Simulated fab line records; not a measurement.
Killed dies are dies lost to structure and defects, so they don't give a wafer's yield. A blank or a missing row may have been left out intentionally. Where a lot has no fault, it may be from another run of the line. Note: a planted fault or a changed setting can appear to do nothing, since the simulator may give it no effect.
Comparing a struck lot with a sound one | flow nand harc | 14 steps out of a route of 1302
Sound: wafers L689.1, L689.4, L689.5. Struck: wafer L701.2 (L701.3, L701.6, from the same lot, were not struck and are left out); the cause is given at the end.
Each step with rows lists, per side, the tool, then ch with its chambers, then its first start. Under that, the readings that differ: sound wafers | struck wafers | difference of the means | sigmas: that difference in standard deviations of wafers without a fault.
alike: readings whose means differ by less than 2 such deviations, and words and numbers that are the same on both sides. not compared: withheld readings, readings that some wafer has no value for, bounds like >300 that may hide the same value, and numbers for which the record gives no deviation and whose values overlap.
A row with sigmas, a row that says differs or no value, or rows on one side alone: a step with any of these is where the two part. Numbers that don't overlap but have no deviation are shown without sigmas and don't part them. Lack of a reading on every wafer of one side parts them only where that side has two or more wafers.

first, 1 step without rows for these wafers: NHARC_A_ONON_D1_DEP_00 (target thk 1000 nm).
NHARC_A_ONON_D1_THK_MEAS_02: measures by ellipsometry.
  struck on film metro-02, day 16 00:13; sound on film metro-02, day 11 03:23
  alike: thk nm
after that, 1 step with no rows for these wafers: NHARC_A_ONON_D1_DEP_03 (target thk 1000 nm).
NHARC_A_ONON_D1_THK_MEAS_05: measures by ellipsometry.
  struck on film metro-01, day 16 00:47; sound on film metro-02, day 11 03:57
  alike: thk nm
after that, 1 step with no rows for these wafers: NHARC_A_ONON_D1_DEP_06 (target thk 1000 nm).
NHARC_A_ONON_D1_THK_MEAS_08: measures by ellipsometry.
  struck on film metro-01, day 16 01:22; sound on film metro-01, day 11 04:31
  alike: thk nm
after that, 1 step with no rows for these wafers: NHARC_A_ONON_D1_DEP_09 (target thk 1000 nm).
NHARC_A_ONON_D1_THK_MEAS_11: measures by ellipsometry.
  struck on film metro-02, day 16 01:57; sound on film metro-01, day 11 05:05
  alike: thk nm
after that, 1 step with no rows for these wafers: NHARC_A_ONON_D1_DEP_12 (target thk 1000 nm).
NHARC_A_ONON_D1_THK_MEAS_14: measures by ellipsometry.
  struck on film metro-02, day 16 02:31; sound on film metro-02, day 11 05:39
  alike: thk nm
then, 1 step without rows for these wafers: NHARC_A_ONON_D1_ANNEAL_15 (time 3600 s).
NHARC_A_ONON_D1_DEP_16: target thk 1000 nm.
  sound on pecvd onon-02 ch 0, day 11 12:51; struck on pecvd onon-03 ch 0, day 16 09:40
NHARC_A_ONON_D1_THK_MEAS_18: measures by ellipsometry.
  struck on film metro-01, day 16 10:07; sound on film metro-01, day 11 13:22
  reading     | sound         | struck | difference | sigmas
  thk nm (nm) | 1002 1000 999 | 1054   | +54        | +6
after that, 1 step with no rows for these wafers: NHARC_A_ONON_D1_DEP_19 (target thk 1000 nm).

## WHERE THEY PART
Within this record, at NHARC_A_ONON_D1_THK_MEAS_18 only.

WHY: what the simulator had put in
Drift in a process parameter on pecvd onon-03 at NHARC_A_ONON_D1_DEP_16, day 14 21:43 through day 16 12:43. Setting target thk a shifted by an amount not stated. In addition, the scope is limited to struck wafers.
